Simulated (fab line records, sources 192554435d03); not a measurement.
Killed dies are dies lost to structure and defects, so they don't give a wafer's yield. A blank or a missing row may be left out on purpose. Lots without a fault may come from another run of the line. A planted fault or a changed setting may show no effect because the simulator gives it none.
One fault seen from 2 desks | flow n5_finfet | each desk has only its own numbers; what lay behind them comes last

THE TOOL OWNER'S DESK: rie_diel-06
The tool's own readings at N5_BEOL_M7_ETCH_72 (etches underlayer in N2/H2, target depth 6.5 nm, time 5.2 s): means of the sampled wafers that have a number, for each lot that ran on this tool. A lot is out of limits, marked OUT, if its mean lies more than 4 standard deviations from the usual mean; the brackets give that distance.
Columns: A = drypump_motor_current_A at N5_BEOL_M7_ETCH_72, usual 5.6 A; B = etch_rf_on_time_s at N5_BEOL_M7_ETCH_72, usual 5.19 s; C = oes_product_au at N5_BEOL_M7_ETCH_72, usual 0.69 a.u.; D = rf_fwd_power_W at N5_BEOL_M7_ETCH_72, usual 819.7 W; E = rf_vpp_V at N5_BEOL_M7_ETCH_72, usual 524.0 V; F = showerhead_plenum_p_Torr at N5_BEOL_M7_ETCH_72, usual 2.55 Torr; G = throttle_valve_pct at N5_BEOL_M7_ETCH_72, usual 17.82 %
lot  | first seen here | A   | B    | C    | D     | E     | F    | G
L108 | day 10 08:54    | 5.7 | 5.18 | 0.67 | 818.1 | 521.9 | 2.48 | 17.79
L109 | day 10 09:17    | 5.3 | 5.22 | 0.72 | 818.5 | 522.4 | 2.53 | 17.83
L110 | day 10 22:29    | 5.4 | 5.19 | 0.65 | 818.8 | 523.6 | 2.54 | 18.01
L115 | day 14 18:10    | 5.3 | 5.10 | 0.69 | 823.3 | 522.8 | 2.52 | 17.86
L122 | day 15 07:07    | 5.9 | 5.15 | 0.59 | 820.4 | 522.5 | 2.51 | 18.08
L126 | day 16 05:09    | 5.7 | 5.18 | 0.64 | 819.2 | 522.0 | 2.46 | 17.85
L127 | day 16 15:38    | 5.7 | 5.19 | 0.63 | 819.4 | 524.2 | 2.46 | 17.86
This desk's finding: nothing out of limits on any of the 7 lots.

THE METROLOGY DESK
What the gauges read, lot by lot, whatever tool the lot ran on: means of the sampled wafers that have a number. A lot is out of limits, marked OUT, if its mean lies more than 4 standard deviations from the usual mean; the brackets give that distance.
Columns: A = PASS_OPEN_OVL at N5_PASSIVATION_OVL_MEAS_66, usual 0 nm
lot  | first seen here | A
L108 | day 13 08:02    | 1
L109 | day 13 08:28    | 4
L107 | day 13 18:13    | 2
L110 | day 14 04:00    | 2
L115 | day 17 21:13    | -5
L119 | day 18 07:32    | -8
L122 | day 18 07:52    | 1
L125 | day 18 19:41    | -2
L126 | day 19 14:32    | -6
L127 | day 19 19:34    | 1
This desk's finding: nothing out of limits on any of the 10 lots.

PUT TOGETHER
The tool owner's desk saw nothing out of limits.
The metrology desk saw nothing out of limits.

WHAT THE SIMULATOR HAD PUT IN
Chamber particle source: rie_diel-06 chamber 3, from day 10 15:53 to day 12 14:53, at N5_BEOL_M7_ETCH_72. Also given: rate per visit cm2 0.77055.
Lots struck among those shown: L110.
